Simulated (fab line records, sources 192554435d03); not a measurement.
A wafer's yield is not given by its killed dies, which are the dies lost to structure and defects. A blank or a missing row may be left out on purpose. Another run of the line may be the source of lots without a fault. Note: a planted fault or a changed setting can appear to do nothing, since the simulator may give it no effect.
fab line records	flow n5_finfet
record: lots: 7	wafers: 20	last_day: 18
route steps=1938 shown BEOL_M1@839 BEOL_M2@841
lots with no fault: from the same line, run without faults
start_h: start of the lot's first displayed wafer, in hours after the record's first day	wait_h: hours from the lot's prior step to this one	" the same as in the row above	L1.1+2: a row that stands for several wafers	- either no value or no given start	* or withheld: withheld	< > ~ a bound
route shown NAME@n: NAME is a module with steps in the file, n the number in the route of the first one	usual: mean/standard deviation taken from wafers without a fault	same: alike in all rows	chamber/n: place in a boat	sites: the reading at each site	_std_site: standard deviation across them	_edge_site: outer sites' mean less inner sites'	radius_mm: for every site, how far away it sits from the centre of the wafer	mask NAME#n: copy n	behind: the most recent tool/chamber to have shaped the wafer	hold: reason for holding the lot/hours on hold/outcome of the hold	device: transistor that didn't switch, given as n, p or np	end of line: at the end of the route, the tests of the same wafers	step lacking rows: just its recipe	killed: the dies lost at the first sort to structure and to defects; this is not the yield of the wafer	map: shows each die of a wafer: x if killed, . if not, _ if none is there
set.NAME: the setting the step ran with; set.NAME@STEP: the setting that earlier step ran with	model.NAME: the simulator's own value behind a step, which no gauge read
a table for each step, a row for each wafer; lots at some steps of the route
services: from which hour (start_h, from the record's first day; less than 0 if before it) a tool's chamber was out of use, for how many hours, and why
== steps ==
step: N5_BEOL_M1_RS_MEAS_58
recipe: thk_meas_gauge: four-point-probe	reads: Co_of_BEOL_M1_CO_CAP_55+Cu_of_BEOL_M1_ECD_50+Co_of_BEOL_M1_CVD_47+TaN_of_BEOL_M1_ALD_84
usual: M1_RS: 0.66/0.04
lot.wafer	tool	chamber	start_h	wait_h	M1_RS[ohm/sq]
L330.3	film_metro-01	-	144.08	0.1	0.68
L330.5	"	-	"	"	0.68
L330.6	"	-	"	"	0.65
L332.1	film_metro-02	-	146.04	0.0	0.69
L332.3	"	-	"	"	0.64
L332.4	"	-	"	"	0.65
L338.1	film_metro-01	-	185.90	0.0	0.71
L338.2	"	-	"	"	0.79
L338.3	"	-	"	"	0.73
L339.1	film_metro-02	-	193.17	0.0	0.61
L339.3	"	-	"	"	0.65
L339.5	"	-	"	"	0.64
L340.3	film_metro-02	-	199.84	0.1	0.66
L340.4	"	-	"	"	0.65
L340.5	"	-	"	"	0.58
L344.1	film_metro-01	-	228.77	0.1	0.72
L344.3	"	-	"	"	0.71
L344.5	"	-	"	"	0.72
L352.1	film_metro-02	-	273.53	0.1	0.70
L352.5	"	-	"	"	0.72
step: N5_BEOL_M1_INSPECT_59
recipe: inspect_instrument: darkfield	mode: post_dep
usual: raw_defect_count: 72/22
lot.wafer	tool	chamber	start_h	wait_h	raw_defect_count
L330.3	defect_inspect-01	-	144.11	0.0	60
L330.5	"	-	"	"	41
L330.6	"	-	"	"	56
L332.1	defect_inspect-02	-	146.06	0.0	42
L332.3	"	-	"	"	44
L332.4	"	-	"	"	70
L338.1	defect_inspect-02	-	185.93	0.0	37
L338.2	"	-	"	"	70
L338.3	"	-	"	"	76
L339.1	defect_inspect-02	-	193.20	0.0	86
L339.3	"	-	"	"	41
L339.5	"	-	"	"	74
L340.3	defect_inspect-02	-	199.87	0.0	54
L340.4	"	-	"	"	50
L340.5	"	-	"	"	44
L344.1	defect_inspect-01	-	228.79	0.0	106
L344.3	"	-	"	"	79
L344.5	"	-	"	"	89
L352.1	defect_inspect-01	-	273.56	0.0	75
L352.5	"	-	"	"	85
step: N5_BEOL_M2_ILD_DEP_00
recipe: material: SiOC	target_thk_a: 790	temp_c: 350	precursor: DEMS/O2	pressure_torr: 5	rf_w: 500	time_s: 15.3
usual: heater_power_w: 506/65	showerhead_plenum_p_Torr: 5.699/0.018	throttle_valve_pct: 11.8/0.34
lot.wafer	tool	chamber	start_h	wait_h	heater_power_w	showerhead_plenum_p_Torr	throttle_valve_pct
L330.3	pecvd-02	1	144.14	0.0	637	5.696	11.5
L330.5	"	2	"	"	489	5.703	11.8
L330.6	"	0	"	"	462	5.698	11.7
L332.1	pecvd-03	1	146.10	0.0	465	5.679	12.5
L332.3	"	2	"	"	437	5.701	11.9
L332.4	"	1	"	"	479	5.686	12.2
L338.1	pecvd-02	0	185.96	0.0	459	5.706	12.2
L338.2	"	2	"	"	452	5.694	11.6
L338.3	"	1	"	"	652	5.713	11.5
L339.1	pecvd-03	2	193.23	0.0	397	5.689	12.0
L339.3	"	1	"	"	497	5.664	12.4
L339.5	"	1	"	"	501	5.662	12.5
L340.3	pecvd-02	1	199.91	0.0	605	5.709	11.7
L340.4	"	2	"	"	499	5.712	11.5
L340.5	"	0	"	"	466	5.715	12.1
L344.1	pecvd-01	2	228.83	0.0	524	5.701	11.6
L344.3	"	0	"	"	511	5.708	11.2
L344.5	"	1	"	"	531	5.704	11.4
L352.1	pecvd-01	1	273.59	0.0	522	5.716	11.2
L352.5	"	0	"	"	534	5.714	11.6
step: N5_BEOL_M2_THK_MEAS_01
recipe: reads: SiOC_of_BEOL_M2_ILD_DEP_00
usual: M2_ILD_THK: 79.1/1.2
lot.wafer	tool	chamber	start_h	wait_h	M2_ILD_THK[nm]
L330.3	film_metro-01	-	144.21	0.1	78.0
L330.5	"	-	"	"	81.0
L330.6	"	-	"	"	79.7
L332.1	film_metro-02	-	146.17	0.0	79.8
L332.3	"	-	"	"	79.1
L332.4	"	-	"	"	80.3
L338.1	film_metro-02	-	186.03	0.0	77.3
L338.2	"	-	"	"	79.4
L338.3	"	-	"	"	78.3
L339.1	film_metro-01	-	193.30	0.0	79.3
L339.3	"	-	"	"	78.8
L339.5	"	-	"	"	81.0
L340.3	film_metro-02	-	199.97	0.1	78.0
L340.4	"	-	"	"	81.4
L340.5	"	-	"	"	79.1
L344.1	film_metro-01	-	228.90	0.0	78.4
L344.3	"	-	"	"	78.5
L344.5	"	-	"	"	77.5
L352.1	film_metro-02	-	273.67	0.1	77.5
L352.5	"	-	"	"	80.7
step: N5_BEOL_M2_PECVD_72
recipe: material: SiO2	target_thk_a: 160	temp_c: 400	precursor: TEOS/O2	pressure_torr: 5.5	rf_w: 450	teos_flow_sccm: 53.8	gas: O2	flow_sccm: 3000	time_s: 18
usual: heater_power_w: 731/86	showerhead_plenum_p_Torr: 8.80/0.073	throttle_valve_pct: 22.0/0.63
lot.wafer	tool	chamber	start_h	wait_h	heater_power_w	showerhead_plenum_p_Torr	throttle_valve_pct
L330.3	pecvd-01	1	144.25	0.0	874	8.89	21.4
L330.5	"	1	"	"	869	8.89	21.2
L330.6	"	0	"	"	719	8.86	21.5
L332.1	pecvd-01	2	146.20	0.0	782	8.84	21.5
L332.3	"	1	"	"	865	8.89	21.1
L332.4	"	0	"	"	769	8.84	21.2
L338.1	pecvd-01	0	186.07	0.0	761	8.85	21.3
L338.2	"	2	"	"	788	8.81	21.6
L338.3	"	1	"	"	795	8.88	21.1
L339.1	pecvd-01	1	193.34	0.0	882	8.89	21.4
L339.3	"	0	"	"	731	8.88	21.6
L339.5	"	0	"	"	721	8.88	21.3
L340.3	pecvd-03	1	200.01	0.0	743	8.65	23.4
L340.4	"	2	"	"	687	8.76	22.6
L340.5	"	1	"	"	753	8.67	23.2
L344.1	pecvd-03	1	228.94	0.0	668	8.64	23.2
L344.3	"	0	"	"	673	8.76	22.3
L344.5	"	1	"	"	678	8.64	23.1
L352.1	pecvd-02	1	273.71	0.0	933	8.86	21.9
L352.5	"	0	"	"	689	8.78	22.5
step: N5_BEOL_M2_HM_DEP_02
recipe: material: TiN	target_thk_a: 200	temp_c: 25	chamber_pressure_pa: 0.49996
usual: throttle_valve_pct: 30.3/0.94
lot.wafer	tool	chamber	start_h	wait_h	throttle_valve_pct
L330.3	pvd_sputter-02	-	144.87	0.6	29.5
L330.5	"	-	"	"	29.9
L330.6	"	-	"	"	29.6
L332.1	pvd_sputter-03	-	148.72	2.5	29.7
L332.3	"	-	"	"	31.5
L332.4	"	-	"	"	29.3
L338.1	pvd_sputter-02	-	186.12	0.0	29.3
L338.2	"	-	"	"	30.2
L338.3	"	-	"	"	29.8
L339.1	pvd_sputter-03	-	194.90	1.5	31.3
L339.3	"	-	"	"	30.7
L339.5	"	-	"	"	29.5
L340.3	pvd_sputter-02	-	202.26	2.2	30.2
L340.4	"	-	"	"	30.0
L340.5	"	-	"	"	29.6
L344.1	pvd_sputter-03	-	229.76	0.8	31.5
L344.3	"	-	"	"	30.8
L344.5	"	-	"	"	30.8
L352.1	pvd_sputter-03	-	274.80	1.1	28.9
L352.5	"	-	"	"	30.7
step: N5_BEOL_M2_COAT_61
recipe: resist: SOC	temp_c: 250	time_s: 60	spin_rpm: 1500	resist_thk_nm: 60
step: N5_BEOL_M2_COAT_62
recipe: resist: SiARC	temp_c: 220	time_s: 60	spin_rpm: 1500	resist_thk_nm: 12
step: N5_BEOL_M2_COAT_73
recipe: resist: underlayer	temp_c: 205	time_s: 60	spin_rpm: 1500	resist_thk_nm: 5
step: N5_BEOL_M2_COAT_05
recipe: resist: CAR-EUV	spin_rpm: 1500	resist_thk_nm: 30
step: N5_BEOL_M2_EBR_07
recipe: solvent: PGMEA	ebr_width_mm: 1.5
step: N5_BEOL_M2_SOFTBAKE_06
recipe: temp_c: 110	time_s: 60	resist: CAR-EUV
step: N5_BEOL_M2_EXPOSE_08
recipe: mask_id: M2	na: 0.33	source_shape: dipole	sigma_inner: 0.369	sigma_outer: 0.767	polarization: unpolarized	dose_mj: 41.25
usual: dipole_opening_deg: 79.7/0	exposure_dose_mJ_cm2: 41.22/0.044
lot.wafer	tool	chamber	start_h	wait_h	mask	dipole_opening_deg	exposure_dose_mJ_cm2
L330.3	euv_scanner-01	0	145.27	-	M2#0	79.7	41.22
L330.5	"	0	"	"	M2#0	79.7	41.23
L330.6	"	0	"	"	M2#0	79.7	41.23
L332.1	euv_scanner-01	0	148.98	-	M2#0	79.7	41.23
L332.3	"	0	"	"	M2#0	79.7	41.22
L332.4	"	0	"	"	M2#0	79.7	41.22
L338.1	euv_scanner-02	-	186.39	-	M2#0	-	-
L338.2	"	-	"	"	M2#0	-	-
L338.3	"	-	"	"	M2#0	-	-
L339.1	euv_scanner-01	-	195.29	-	M2#0	-	-
L339.3	"	-	"	"	M2#0	-	-
L339.5	"	-	"	"	M2#0	-	-
L340.3	euv_scanner-01	-	202.54	-	M2#0	-	-
L340.4	"	-	"	"	M2#0	-	-
L340.5	"	-	"	"	M2#0	-	-
L344.1	euv_scanner-01	0	230.14	-	M2#0	79.7	41.11
L344.3	"	0	"	"	M2#0	79.7	41.12
L344.5	"	0	"	"	M2#0	79.7	41.20
L352.1	euv_scanner-02	0	275.19	-	M2#0	79.7	41.25
L352.5	"	0	"	"	M2#0	79.7	41.19
step: N5_BEOL_M2_PEB_09
recipe: peb_temp_c: 100	peb_time_s: 60	resist: CAR-EUV
== services ==
tool	chamber	start_h	hours	kind
pecvd-01	2	131.50	6.3	repair
euv_scanner-01	0	132.39	-	calibration
pecvd-01	1	133.26	-	calibration
euv_scanner-01	-	151.86	1.0	pm
pecvd-03	0	152.39	2.1	scheduled_down
pecvd-03	2	154.52	5.5	scheduled_down
pecvd-02	2	161.44	4.7	repair
pecvd-02	-	161.88	9.5	repair
euv_scanner-02	-	171.98	1.0	pm
euv_scanner-02	-	187.31	4.6	pm
pecvd-03	2	202.38	-	clean
pecvd-03	2	202.38	-	consumable_replace:showerhead
pecvd-03	2	202.38	29.0	scheduled_down
pecvd-03	2	202.38	29.0	vent_cycle
euv_scanner-01	-	206.23	0.2	repair
euv_scanner-01	-	208.01	1.0	pm
euv_scanner-02	-	211.73	12.0	pm
euv_scanner-01	-	223.73	4.6	pm
euv_scanner-02	-	228.33	1.0	pm
pecvd-03	0	237.39	5.5	scheduled_down
pecvd-03	0	243.03	4.9	repair
pecvd-01	2	245.23	12.9	repair
euv_scanner-01	-	264.16	1.0	pm
pecvd-03	2	273.09	2.1	scheduled_down
== key ==
first_sign: step: N5_BEOL_M2_EXPOSE_08	reading: tool_record	direction: missing
effect none on later readings
met_at N5_BEOL_M2_EXPOSE_08
struck_wafers L338.1,L338.2,L338.3,L339.1,L339.3,L339.5,L340.3,L340.4,L340.5
later_rows_left_out L338.1,L338.2,L338.3,L339.1,L339.3,L339.5,L340.3,L340.4,L340.5
sort_left_out L338.1,L338.2,L338.3,L339.1,L339.3,L339.5,L340.3,L340.4,L340.5
onset_between 148.98 186.39
fault: kind: skipped_step_whole	tool: euv_scanner-01,euv_scanner-02	chamber: -	onset_h: 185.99	steps: N5_BEOL_M2_EXPOSE_08	scope: struck_lots_only
sort_left_out: the simulated sort isn't trusted on such a fault, so these wafers' sort isn't shown, and their yield isn't known
later_rows_left_out: the simulator's readings of these wafers behind a module that went badly wrong aren't trusted and aren't shown, but for the sort
